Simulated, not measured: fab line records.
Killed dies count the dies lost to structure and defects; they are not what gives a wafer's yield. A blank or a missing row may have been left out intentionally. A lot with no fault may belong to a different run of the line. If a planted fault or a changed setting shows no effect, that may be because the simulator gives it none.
fab line records	flow n5Finfet
record: lots: 7	wafers: 39
route steps=1938 shown FIN_CUT@169 DUMMY_GATE@237 SD_EPI_P@308 MOL_CONTACT_COAG@613
startH: hours from the record's opening day to when the first of the lot's shown wafers began	waitH: hours elapsed since this lot's preceding step	" as in the row above	L1.1+2: a row that stands for several wafers	- no value, or no start given	* or withheld: withheld	< > ~ a bound
route shown NAME@n: names a module that has steps shown in the file, with the first one's number in the route	usual: mean and standard deviation over wafers with no fault	same: alike in all rows	chamber/n: place in a boat	sites: per-site readings	_std_site: their standard deviation	_edge_site: mean of outer sites minus mean of inner sites	radiusMm: for every site, how far away it sits from the centre of the wafer	mask NAME#n: copy n	behind: the most recent tool/chamber to have shaped the wafer	hold: the reason the lot was held/the length of the hold in hours/how it ended	device: transistor that didn't switch, given as n, p or np	end of line: tests run on the same wafers once the route is complete	for a step that has no rows: nothing shown but its recipe	killed: the dies lost at the first sort to structure and to defects; this is not the yield of the wafer	map: per-die view of a wafer (x killed, . not killed, _ where there is no die)
set.NAME: setting as actually run; set.NAME@STEP: the setting as run at that earlier step	model.NAME: the simulator's own value behind a step, which no gauge read
lots whose settings were changed on purpose; a table a step, a row a wafer
== steps ==
step: N5_FIN_CUT_ETCH_21
recipe: chemistry: N2/H2	target: SOC	targetDepthA: 2190	overetchA: 438	maskMaterial: SiARC	tempC: 40	ionEnergyEv: 100	biasW: 61	timeS: 523.5	pressureMtorr: 30	sourceW: 850	n2FlowSccm: 200	h2FlowSccm: 200
usual: rfVppV: 240.7/1.5
lot.wafer	tool	chamber	startH	waitH	set.biasW	rfVppV
L074.1	rieDiel-03	0	29.18	0.0	50.1	212.6
L074.2	"	3	"	"	61	242.5
L074.3	"	2	"	"	61	238.2
L074.4	"	1	"	"	61	240.6
L074.5	"	0	"	"	50.1	213.7
L074.6	"	3	"	"	50.1	211.8
L075.2	rieDiel-04	1	33.20	0.0	61	240.7
L075.5	"	1	"	"	61	240.4
L075.6	"	2	"	"	61	238.9
L077.1	rieDiel-03	1	46.50	0.0	56.78	230.4
L077.2	"	0	"	"	61	242.6
L077.3	"	3	"	"	56.78	230.7
L077.4	"	2	"	"	56.78	228.0
L077.5	"	2	"	"	61	236.9
L077.6	"	1	"	"	61	241.5
L078.1	rieDiel-04	2	51.04	0.0	61	238.7
L078.2	"	1	"	"	55.51	225.3
L078.3	"	0	"	"	55.51	224.7
L078.4	"	1	"	"	61	241.2
L078.5	"	0	"	"	61	239.6
L078.6	"	2	"	"	55.51	224.8
L086.1	rieDiel-03	2	102.88	0.0	61	240.4
L086.2	"	1	"	"	61	242.1
L086.3	"	0	"	"	68.59	261.8
L086.4	"	3	"	"	68.59	260.4
L086.5	"	1	"	"	68.59	260.6
L086.6	"	2	"	"	61	239.0
L087.1	rieDiel-03	1	107.98	0.0	61	240.0
L087.2	"	0	"	"	65.97	254.2
L087.3	"	2	"	"	65.97	253.2
L087.4	"	2	"	"	65.97	252.5
L087.5	"	1	"	"	61	242.0
L087.6	"	0	"	"	61	242.8
L093.1	rieDiel-03	1	142.22	0.0	61	241.2
L093.2	"	0	"	"	61	241.1
L093.3	"	3	"	"	61	242.3
L093.4	"	2	"	"	61	239.1
L093.5	"	0	"	"	61	240.3
L093.6	"	1	"	"	61	241.5
step: N5_DUMMY_GATE_ETCH_37
recipe: chemistry: N2/H2	target: SOC	targetDepthA: 600	overetchA: 300	tempC: 40	ionEnergyEv: 200	pressureMtorr: 30	sourceW: 840	biasW: 150	n2FlowSccm: 200	h2FlowSccm: 200
usual: rfVppV: 523.6/2.5
lot.wafer	tool	chamber	startH	waitH	set.sourceW	rfVppV
L074.1	rieDiel-03	0	47.73	0.0	693.7	561.8
L074.2	"	3	"	"	840	524.8
L074.3	"	1	"	"	840	525.6
L074.4	"	2	"	"	693.7	553.6
L074.5	"	2	"	"	840	521.0
L074.6	"	1	"	"	693.7	557.8
L075.2	rieDiel-05	2	55.48	0.0	840	525.6
L075.5	"	2	"	"	840	523.7
L075.6	"	3	"	"	840	524.6
L077.1	rieDiel-05	3	66.05	0.0	840	523.7
L077.2	"	1	"	"	840	521.2
L077.3	"	2	"	"	749.5	543.7
L077.4	"	0	"	"	749.5	541.8
L077.5	"	1	"	"	840	521.6
L077.6	"	2	"	"	749.5	543.6
L078.1	rieDiel-05	1	72.50	0.0	746.9	542.0
L078.2	"	2	"	"	746.9	545.6
L078.3	"	3	"	"	746.9	545.3
L078.4	"	3	"	"	840	525.5
L078.5	"	2	"	"	840	522.9
L078.6	"	1	"	"	840	521.5
L086.1	rieDiel-04	1	122.54	0.0	840	524.2
L086.2	"	3	"	"	743	549.5
L086.3	"	2	"	"	743	543.5
L086.4	"	0	"	"	743	543.7
L086.5	"	2	"	"	840	520.2
L086.6	"	1	"	"	840	523.7
L087.1	rieDiel-05	0	126.48	0.0	691.9	556.7
L087.2	"	2	"	"	691.9	559.3
L087.3	"	3	"	"	840	525.3
L087.4	"	1	"	"	840	520.6
L087.5	"	1	"	"	840	521.7
L087.6	"	0	"	"	691.9	557.8
L093.1	rieDiel-03	0	161.53	0.0	840	525.9
L093.2	"	2	"	"	840	520.7
L093.3	"	3	"	"	840	524.7
L093.4	"	3	"	"	840	525.5
L093.5	"	2	"	"	840	521.2
L093.6	"	0	"	"	840	527.2
step: N5_DUMMY_GATE_ETCH_42
recipe: chemistry: CHF3/O2	target: SiO2	targetDepthA: 35	timeS: 31	ionEnergyEv: 30	biasW: 12	pressureMtorr: 30	sourceW: 600	Ar_flow_sccm: 200	CHF3_flow_sccm: 50	O2_flow_sccm: 5
usual: rfVppV: 42.6/0.93
lot.wafer	tool	chamber	startH	waitH	set.biasW	rfVppV
L074.1	rieDiel-03	0	48.50	0.0	12	43.8
L074.2	"	2	"	"	12	43.1
L074.3	"	3	"	"	12	42.4
L074.4	"	1	"	"	12	42.9
L074.5	"	2	"	"	12	43.7
L074.6	"	3	"	"	12	44.4
L075.2	rieDiel-05	2	56.25	0.0	12	42.3
L075.5	"	1	"	"	12	43.2
L075.6	"	2	"	"	12	44.2
L077.1	rieDiel-04	2	66.82	0.0	14.19	47.7
L077.2	"	1	"	"	12	42.9
L077.3	"	0	"	"	12	42.1
L077.4	"	3	"	"	14.19	46.5
L077.5	"	0	"	"	12	42.1
L077.6	"	1	"	"	14.19	48.7
L078.1	rieDiel-04	3	73.49	0.2	12	42.7
L078.2	"	0	"	"	12	41.7
L078.3	"	2	"	"	12	42.0
L078.4	"	1	"	"	12	43.1
L078.5	"	3	"	"	12	43.3
L078.6	"	2	"	"	12	41.3
L086.1	rieDiel-04	2	123.31	0.0	12	42.3
L086.2	"	1	"	"	12	44.4
L086.3	"	0	"	"	12	43.3
L086.4	"	3	"	"	9.888	37.6
L086.5	"	1	"	"	9.888	38.3
L086.6	"	0	"	"	9.888	37.3
L087.1	rieDiel-04	1	127.25	0.0	12	42.4
L087.2	"	3	"	"	12	42.8
L087.3	"	2	"	"	12	43.9
L087.4	"	0	"	"	12	43.1
L087.5	"	3	"	"	12	42.9
L087.6	"	0	"	"	12	42.7
L093.1	rieDiel-05	1	162.51	0.1	13.86	47.5
L093.2	"	0	"	"	12	43.3
L093.3	"	3	"	"	13.86	45.1
L093.4	"	2	"	"	12	42.5
L093.5	"	0	"	"	12	42.4
L093.6	"	1	"	"	13.86	46.6
step: N5_SD_EPI_P_ETCH_37
recipe: chemistry: N2/H2	target: SOC	overetchA: 1080	maskMaterial: SiARC	tempC: 40	ionEnergyEv: 100	sourceW: 3000	biasW: 133	pressureMtorr: 20	timeS: 486	n2FlowSccm: 200	h2FlowSccm: 200	ends: endPoint
usual: rfVppV: 240.6/1.5
lot.wafer	tool	chamber	startH	waitH	set.sourceW	rfVppV	model.SiARC_of_SD_EPI_P_COAT_35.thkNm
L074.1	rieDiel-03	3	54.37	0.0	3000	241.1	19.6
L074.2	"	1	"	"	3492	229.9	17.4
L074.3	"	2	"	"	3000	237.2	20.2
L074.4	"	0	"	"	3492	229.9	18.2
L074.5	"	1	"	"	3492	228.7	17.2
L074.6	"	0	"	"	3000	244.0	20
L075.2	rieDiel-04	2	62.24	0.0	3000	237.9	19.4
L075.5	"	0	"	"	3000	238.5	19.4
L075.6	"	2	"	"	3000	240.1	19.4
L077.1	rieDiel-05	2	73.03	0.0	3000	240.6	19.8
L077.2	"	3	"	"	2565	256.0	21.2
L077.3	"	1	"	"	3000	240.3	19.6
L077.4	"	3	"	"	2565	255.0	21.2
L077.5	"	1	"	"	2565	251.9	21.2
L077.6	"	2	"	"	3000	240.9	19.8
L078.1	rieDiel-05	1	80.40	0.0	3000	238.7	19.8
L078.2	"	3	"	"	3000	242.4	19.6
L078.3	"	2	"	"	2458	258.0	22.2
L078.4	"	3	"	"	2458	259.4	21.8
L078.5	"	2	"	"	3000	241.1	20
L078.6	"	1	"	"	2458	257.2	22
L086.1	rieDiel-03	3	129.91	0.0	3411	230.0	18
L086.2	"	1	"	"	3411	230.9	18.4
L086.3	"	0	"	"	3000	241.1	20.4
L086.4	"	2	"	"	3000	239.5	20.4
L086.5	"	3	"	"	3411	230.6	18
L086.6	"	2	"	"	3000	239.7	20.4
L087.1	rieDiel-04	3	132.98	0.0	3424	232.3	18
L087.2	"	2	"	"	3424	228.5	18
L087.3	"	1	"	"	3000	240.4	19.6
L087.4	"	0	"	"	3424	228.7	17.6
L087.5	"	3	"	"	3000	242.3	19.8
L087.6	"	0	"	"	3000	239.4	19.4
L093.1	rieDiel-03	2	169.12	0.0	2835	244.6	20.6
L093.2	"	0	"	"	3000	241.9	20.2
L093.3	"	3	"	"	2835	245.0	20
L093.4	"	1	"	"	3000	241.8	19.2
L093.5	"	0	"	"	2835	246.8	21
L093.6	"	1	"	"	3000	243.3	19.2
step: N5_SD_EPI_P_STRIP_38
recipe: chemistry: N2/H2	tempC: 40	n2FlowSccm: 200	h2FlowSccm: 200	rfFrequencyHz: 6e+07
step: N5_SD_EPI_P_ETCHBACK_46
recipe: chemistry: CH3F/O2	mode: anisotropicEtchback	target: SiNx	targetDepthA: 175	stopOn: SiO2	overEtchFrac: 0.3	ionEnergyEv: 120	pressureMtorr: 30	sourceW: 395	biasW: 73	Ar_flow_sccm: 150	CH3F_flow_sccm: 30	O2_flow_sccm: 20
lot.wafer	tool	chamber	startH	waitH	set.sourceW@SD_EPI_P_ETCH_37	model.SiARC_of_SD_EPI_P_COAT_35.thkNm
L074.1	rieDiel-03	3	54.69	0.0	3000	15
L074.2	"	1	"	"	3492	12.8
L074.3+6	"	2,0	"	"	3000	15.6
L074.4	"	0	"	"	3492	13.6
L074.5	"	1	"	"	3492	12.6
L075.2+5+6	rieDiel-04	2,0,2	62.56	0.0	3000	14.8
L077.1+6	rieDiel-05	2	73.35	0.0	3000	15.2
L077.2+4	"	3	"	"	2565	16.8
L077.3	"	1	"	"	3000	15
L077.5	"	1	"	"	2565	16.6
L078.1+2	rieDiel-05	1,3	80.73	0.0	3000	15
L078.3	"	2	"	"	2458	17.6
L078.4	"	3	"	"	2458	17.2
L078.5	"	2	"	"	3000	15.4
L078.6	"	1	"	"	2458	17.4
L086.1+5	rieDiel-03	3	130.24	0.0	3411	13.2
L086.2	"	1	"	"	3411	13.8
L086.3+4+6	"	0,2,2	"	"	3000	16
L087.1+2	rieDiel-04	3,2	133.30	0.0	3424	13.4
L087.3	"	1	"	"	3000	15
L087.4	"	0	"	"	3424	13
L087.5	"	3	"	"	3000	15.2
L087.6	"	0	"	"	3000	14.8
L093.1	rieDiel-03	2	169.44	0.0	2835	16.2
L093.2	"	0	"	"	3000	15.8
L093.3	"	3	"	"	2835	15.4
L093.4	"	1	"	"	3000	14.8
L093.5	"	0	"	"	2835	16.6
L093.6	"	1	"	"	3000	14.6
step: N5_MOL_CONTACT_COAG_ETCHBACK_136
recipe: chemistry: CHF3	target: SiO2	targetDepthA: 250	timeS: 16.7	ionEnergyEv: 200	pressureMtorr: 30	sourceW: 610	biasW: 170	Ar_flow_sccm: 200	CHF3_flow_sccm: 50
lot.wafer	tool	chamber	startH	waitH	set.targetDepthA
L074.1+5+6	rieDiel-01	1,1,0	101.64	0.0	250
L074.2+3+4	"	2,0,2	"	"	217.7
L075.2+5+6	rieDiel-02	1,0,1	113.27	0.0	250
L077.1+2+5	rieDiel-01	3,0,0	119.53	0.0	250
L077.3+4+6	"	1,2,1	"	"	235.1
L078.1+2+3+4+5+6	rieDiel-02	1,3,2,0,0,1	128.37	0.0	250
L086.1+4+5	rieDiel-06	1,3,2	178.42	0.0	250
L086.2+3+6	"	0,2,3	"	"	233.3
L087.1+4+5	rieDiel-06	3,1,0	178.76	0.0	250
L087.2+3+6	"	2,0,3	"	"	282.7
L093.1+4+6	rieDiel-01	1,0,3	216.92	0.0	250
L093.2+3+5	"	2,3,2	"	"	263.3
step: N5_MOL_CONTACT_COAG_STRIP_120
recipe: chemistry: CHF3	resist: SiARC	rfFrequencyHz: 6e+07
step: N5_MOL_CONTACT_COAG_VIA_ETCH_117
recipe: chemistry: C4F6/O2	targetDepthA: 400	overetchA: 80	maskMaterial: SOC	target: SiO2	biasW: 455	pressureMtorr: 10	timeS: 26	sourceW: 325	Ar_flow_sccm: 300	C4F6_flow_sccm: 10	O2_flow_sccm: 10	ionEnergyEv: 575.3	ends: endPoint
lot.wafer	tool	chamber	startH	waitH	set.targetDepthA@MOL_CONTACT_COAG_ETCHBACK_136	model.etch.depthNm	model.MOL_CONTACT_COAG.featureDepthNm
L074.1	rieDiel-01	1	101.67	0.0	250	40.28	40.2
L074.2	"	2	"	"	217.7	43.57	43.6
L074.3	"	0	"	"	217.7	42.59	42.6
L074.4	"	2	"	"	217.7	43.3	43.2
L074.5	"	1	"	"	250	40.27	40.2
L074.6	"	0	"	"	250	39.32	39.4
L075.2	rieDiel-02	1	113.30	0.0	250	40.36	40.4
L075.5	"	0	"	"	250	39.9	39.8
L075.6	"	1	"	"	250	40.3	40.4
L077.1	rieDiel-01	3	119.56	0.0	250	39.6	39.6
L077.2	"	0	"	"	250	39.62	39.6
L077.3	"	1	"	"	235.1	42.06	42
L077.4	"	2	"	"	235.1	41.78	41.8
L077.5	"	0	"	"	250	39.74	39.8
L077.6	"	1	"	"	235.1	41.6	41.6
L078.1+2	rieDiel-02	1,3	128.40	0.0	250	40.36	40.4
L078.3	"	2	"	"	250	39.32	39.4
L078.4	"	0	"	"	250	40.13	40.2
L078.5	"	0	"	"	250	40.08	40
L078.6	"	1	"	"	250	40.44	40.4
L086.1+4	rieDiel-06	1,3	178.45	0.0	250	40.14	40.2
L086.2	"	0	"	"	233.3	40.73	40.8
L086.3	"	2	"	"	233.3	41.3	41.4
L086.5	"	2	"	"	250	39.76	39.8
L086.6	"	3	"	"	233.3	41.77	41.8
L087.1	rieDiel-06	3	178.79	0.0	250	40.58	40.6
L087.2	"	2	"	"	282.7	36.43	36.4
L087.3	"	0	"	"	282.7	36.04	36
L087.4	"	1	"	"	250	40.12	40.2
L087.5	"	0	"	"	250	39.27	39.2
L087.6	"	3	"	"	282.7	37.71	37.8
L093.1	rieDiel-01	1	216.95	0.0	250	40.18	40.2
L093.2	"	2	"	"	263.3	39.09	39
L093.3	"	3	"	"	263.3	38.29	38.2
L093.4	"	0	"	"	250	39.51	39.6
L093.5	"	2	"	"	263.3	39.4	39.4
L093.6	"	3	"	"	250	39.66	39.6
== key ==
split: step: N5_FIN_CUT_ETCH_21	setting: biasW	stated: 61	by: wafer
response: step: N5_FIN_CUT_ETCH_21	reading: rfVppV	change: +1.57	per: 1%	r: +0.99
split: step: N5_DUMMY_GATE_ETCH_37	setting: sourceW	stated: 840	by: wafer
response: step: N5_DUMMY_GATE_ETCH_37	reading: rfVppV	change: -1.96	per: 1%	r: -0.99
split: step: N5_DUMMY_GATE_ETCH_42	setting: biasW	stated: 12	by: wafer
response: step: N5_DUMMY_GATE_ETCH_42	reading: rfVppV	change: +0.286	per: 1%	r: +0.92
split: step: N5_SD_EPI_P_ETCH_37	setting: sourceW	stated: 3000	by: wafer
response: step: N5_SD_EPI_P_ETCH_37	reading: rfVppV	change: -0.819	per: 1%	r: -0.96
response: step: N5_SD_EPI_P_ETCH_37	reading: model.SiARC_of_SD_EPI_P_COAT_35.thkNm	change: -0.131	per: 1%	r: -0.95
response: step: N5_SD_EPI_P_ETCHBACK_46	reading: model.SiARC_of_SD_EPI_P_COAT_35.thkNm	change: -0.138	per: 1%	r: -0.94
split: step: N5_MOL_CONTACT_COAG_ETCHBACK_136	setting: targetDepthA	stated: 250	by: wafer
response: step: N5_MOL_CONTACT_COAG_VIA_ETCH_117	reading: model.etch.depthNm	change: -0.246	per: 1%	r: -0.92
response: step: N5_MOL_CONTACT_COAG_VIA_ETCH_117	reading: model.MOL_CONTACT_COAG.featureDepthNm	change: -0.247	per: 1%	r: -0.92
